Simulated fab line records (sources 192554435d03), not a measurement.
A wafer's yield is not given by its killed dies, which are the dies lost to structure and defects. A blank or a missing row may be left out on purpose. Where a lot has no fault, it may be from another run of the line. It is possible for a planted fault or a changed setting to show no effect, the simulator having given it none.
Which of the tools did it?	flow n5_finfet	11 lots with 31 wafers sampled at 5 steps, on a route of 1938 steps

WHAT THE GAUGES SHOWED, per wafer
No reading from a measuring or inspecting step in the record can be judged against a usual standard deviation.

EACH LOT AND THE TOOL THAT RAN IT (in order: tool; ch and the chambers of the sampled wafers; start)
lot	N5_BEOL_M10_ANNEAL_51	N5_BEOL_M11_ETCH_61	N5_BEOL_M11_DEP_56	N5_BEOL_M12_COAT_04	N5_BEOL_M12_STRIP_63
L418	rtp_anneal-02 ch 0, day 11 01:13	rie_diel-02 ch 0,3, day 11 04:28	pecvd-03 ch 0,2, day 11 09:56	litho_track-02 ch 0, day 11 12:08	plasma_asher-02 ch 0,1, day 11 12:53
L422	rtp_anneal-02 ch 0, day 12 00:59	rie_diel-02 ch 1,3, day 12 03:05	pecvd-01 ch 1,2, day 12 11:47	litho_track-03 ch 0, day 12 12:05	plasma_asher-02 ch 0,1, day 12 12:44
L424	rtp_anneal-01 ch 0, day 12 12:24	rie_diel-02 ch 1,3, day 12 15:57	pecvd-03 ch 1,2, day 12 22:40	litho_track-02 ch 0, day 12 22:57	plasma_asher-01 ch 0,1, day 12 23:56
L426	rtp_anneal-01 ch 0, day 13 05:13	rie_diel-03 ch 2,3, day 13 09:55	pecvd-01 ch 0,1,2, day 13 15:55	litho_track-02 ch 0, day 13 16:12	plasma_asher-02 ch 0,1, day 13 17:05
L429	rtp_anneal-02 ch 0, day 13 22:47	rie_diel-03 ch 1,3, day 14 01:14	pecvd-03 ch 0,1,2, day 14 05:16	litho_track-02 ch 0, day 14 05:33	plasma_asher-02 ch 0,1, day 14 06:19
L428	rtp_anneal-02 ch 0, day 13 23:03	rie_diel-03 ch 1,2, day 14 01:34	pecvd-03 ch 2, day 14 05:50	litho_track-02 ch 0, day 14 06:08	plasma_asher-02 ch 0,1, day 14 06:47
L431	rtp_anneal-02 ch 0, day 14 04:52	rie_diel-02 ch 0,1,3, day 14 08:04	pecvd-03 ch 0,1,2, day 14 16:32	litho_track-02 ch 0, day 14 16:50	plasma_asher-02 ch 0,1, day 14 17:29
L432	rtp_anneal-02 ch 0, day 14 05:23	rie_diel-04 ch 2,3, day 14 08:20	pecvd-01 ch 0,1,2, day 14 15:54	litho_track-02 ch 0, day 14 16:14	plasma_asher-02 ch 0,1, day 14 17:07
L430	rtp_anneal-01 ch 0, day 14 08:49	rie_diel-04 ch 0,2,3, day 14 13:31	pecvd-03 ch 0,1,2, day 14 17:45	litho_track-05 ch 0, day 14 18:05	plasma_asher-02 ch 0,1, day 14 19:00
L434	rtp_anneal-02 ch 0, day 14 14:44	rie_diel-02 ch 0,3, day 14 16:50	pecvd-03 ch 0,2, day 14 22:13	litho_track-03 ch 0, day 14 22:33	plasma_asher-02 ch 0,1, day 14 23:15
L435	rtp_anneal-02 ch 0, day 14 21:34	rie_diel-04 ch 1,3, day 15 00:36	pecvd-01 ch 1,2, day 15 05:10	litho_track-02 ch 0, day 15 05:28	plasma_asher-01 ch 0,1, day 15 06:25
- N5_BEOL_M10_ANNEAL_51: time 90 s.
- N5_BEOL_M11_ETCH_61: etches SiARC in CF4, target depth 39 nm, time 65 s.
- N5_BEOL_M11_DEP_56: deposits SiCN from 3MS/NH3, target thk 30 nm, time 10.5 s.
- N5_BEOL_M12_COAT_04: resist thk 400 nm.
- N5_BEOL_M12_STRIP_63: strips in N2/H2.

AS READ BY THE TOOLS THEMSELVES (means over the sampled wafers that have a number; for cases with no such wafer, the mark the record gives instead)
N5_BEOL_M10_ANNEAL_51. Usual: wafer_temp_C_max at 226.3, with a standard deviation of 0.63.
lot	tool	wafer_temp_C_max	flag
L418	rtp_anneal-02	226.3	
L422	rtp_anneal-02	225.8	
L424	rtp_anneal-01	226.9	
L426	rtp_anneal-01	227.4	
L429	rtp_anneal-02	225.8	
L428	rtp_anneal-02	225.8	
L431	rtp_anneal-02	225.7	
L432	rtp_anneal-02	225.6	
L430	rtp_anneal-01	226.9	
L434	rtp_anneal-02	226.0	
L435	rtp_anneal-02	225.7	

N5_BEOL_M11_ETCH_61. Usual: drypump_motor_current_A 5.7 A, standard deviation 0.45; etch_rf_on_time_s 64.7 s, standard deviation 1.4; oes_product_au 0.67 a.u., standard deviation 0.062; rf_vpp_V 183.5 V, standard deviation 1.3; showerhead_plenum_p_Torr 2.11 Torr, standard deviation 0.078; throttle_valve_pct 15.66 %, standard deviation 0.23.
lot	tool	drypump_motor_current_A (A)	etch_rf_on_time_s (s)	oes_product_au (a.u.)	rf_vpp_V (V)	showerhead_plenum_p_Torr (Torr)	throttle_valve_pct (%)	flag
L418	rie_diel-02	5.1	64.6	0.64	182.7	2.03	15.74	
L422	rie_diel-02	5.4	66.1	0.64	183.1	2.12	15.56	
L424	rie_diel-02	5.3	65.2	0.66	183.7	2.11	15.48	
L426	rie_diel-03	5.9	64.9	0.68	185.1	2.19	15.66	
L429	rie_diel-03	6.0	63.2	0.73	185.8	2.20	15.55	
L428	rie_diel-03	5.8	64.7	0.72	183.5	2.17	15.53	
L431	rie_diel-02	5.2	64.9	0.65	182.9	2.06	15.60	
L432	rie_diel-04	5.7	65.1	0.75	183.4	2.16	15.51	
L430	rie_diel-04	6.0	65.0	0.71	183.4	2.09	15.62	
L434	rie_diel-02	5.1	63.8	0.63	182.3	2.02	15.79	
L435	rie_diel-04	6.1	62.6	0.71	184.3	2.11	15.54	

N5_BEOL_M11_DEP_56. Usual: chamber_pressure_Torr 3.000 Torr, standard deviation 0.007; showerhead_plenum_p_Torr 4.165 Torr, standard deviation 0.025; throttle_valve_pct 18.0 %, standard deviation 0.84.
lot	tool	chamber_pressure_Torr (Torr)	showerhead_plenum_p_Torr (Torr)	throttle_valve_pct (%)	flag
L418	pecvd-03	3.002	4.162	17.7	
L422	pecvd-01	2.998	4.114	18.7	
L424	pecvd-03	3.003	4.181	17.6	
L426	pecvd-01	3.006	4.132	18.0	
L429	pecvd-03	3.000	4.180	18.1	
L428	pecvd-03	3.002	4.146	17.4	
L431	pecvd-03	3.004	4.173	18.0	
L432	pecvd-01	2.997	4.130	18.1	
L430	pecvd-03	2.998	4.180	18.3	
L434	pecvd-03	2.999	4.160	17.7	
L435	pecvd-01	2.995	4.123	18.8	

N5_BEOL_M12_COAT_04. Usual: spin_speed_rpm at 1625.3 rpm, with a standard deviation of 1.1.
lot	tool	spin_speed_rpm (rpm)	flag
L418	litho_track-02	1625.8	
L422	litho_track-03	1624.7	
L424	litho_track-02	1626.0	
L426	litho_track-02	1624.7	
L429	litho_track-02	1624.2	
L428	litho_track-02	1625.5	
L431	litho_track-02	1550.8	OFF
L432	litho_track-02	1625.2	
L430	litho_track-05	1625.7	
L434	litho_track-03	1625.2	
L435	litho_track-02	1551.0	OFF

N5_BEOL_M12_STRIP_63. Usual: drypump_motor_current_A 5.75 A, standard deviation 0.28; heater_power_w 359 W, standard deviation 28; oes_product_au 0.693 a.u., standard deviation 0.0048; strip_time_to_endpoint_s 42.4 s, standard deviation 0.71.
lot	tool	drypump_motor_current_A (A)	heater_power_w (W)	oes_product_au (a.u.)	strip_time_to_endpoint_s (s)	flag
L418	plasma_asher-02	5.66	364	0.697	42.8	
L422	plasma_asher-02	5.82	370	0.695	42.3	
L424	plasma_asher-01	5.77	342	0.698	41.5	
L426	plasma_asher-02	5.82	368	0.694	42.6	
L429	plasma_asher-02	5.80	373	0.695	42.3	
L428	plasma_asher-02	5.73	368	0.695	42.4	
L431	plasma_asher-02	5.80	365	0.699	44.9	OFF
L432	plasma_asher-02	5.68	366	0.691	41.2	
L430	plasma_asher-02	5.80	366	0.693	42.7	
L434	plasma_asher-02	5.82	367	0.690	42.8	
L435	plasma_asher-01	5.90	359	0.695	44.8	OFF

THE ANSWER, worked out from the rows above alone
Rule: a lot counts as off when the mean over its wafers that have a number is more than 3 standard deviations away from the usual mean. A lot without any number at a reading at which 4 lots or more have one is off too. Any other lot the step has rows for is counted as sound. First the gauges in route order, then the tools' own readings, where a lot's mean is used as printed above. At the first step where some lot is off, the reading lying furthest off is the one used; lots without a number count as furthest.
Off at N5_BEOL_M12_COAT_04 (spin_speed_rpm): L431, L435.
If a tool, at that step or one of the process steps before it, ran each lot that is off and ran no sound lot following the first of them, it fits. One candidate fits, namely litho_track-02 at N5_BEOL_M12_COAT_04. Its last sound lot is L432 (day 14 16:14), its first lot that is off L431 (day 14 16:50): a fault that began between those two fits.
The tool's own readings at N5_BEOL_M12_COAT_04 bear it out: on the lots that are off they differ by more than 5 times the standard deviation of the sound lots' means. spin_speed_rpm reads 1550.9 rpm there against 1625.2 rpm on the sound lots.

WHAT WAS PUT IN BY THE SIMULATOR
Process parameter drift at N5_BEOL_M12_COAT_04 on litho_track-02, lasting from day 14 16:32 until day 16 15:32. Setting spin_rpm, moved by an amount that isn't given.
Shown lots that were struck: L431, L435. The rule above found the same.
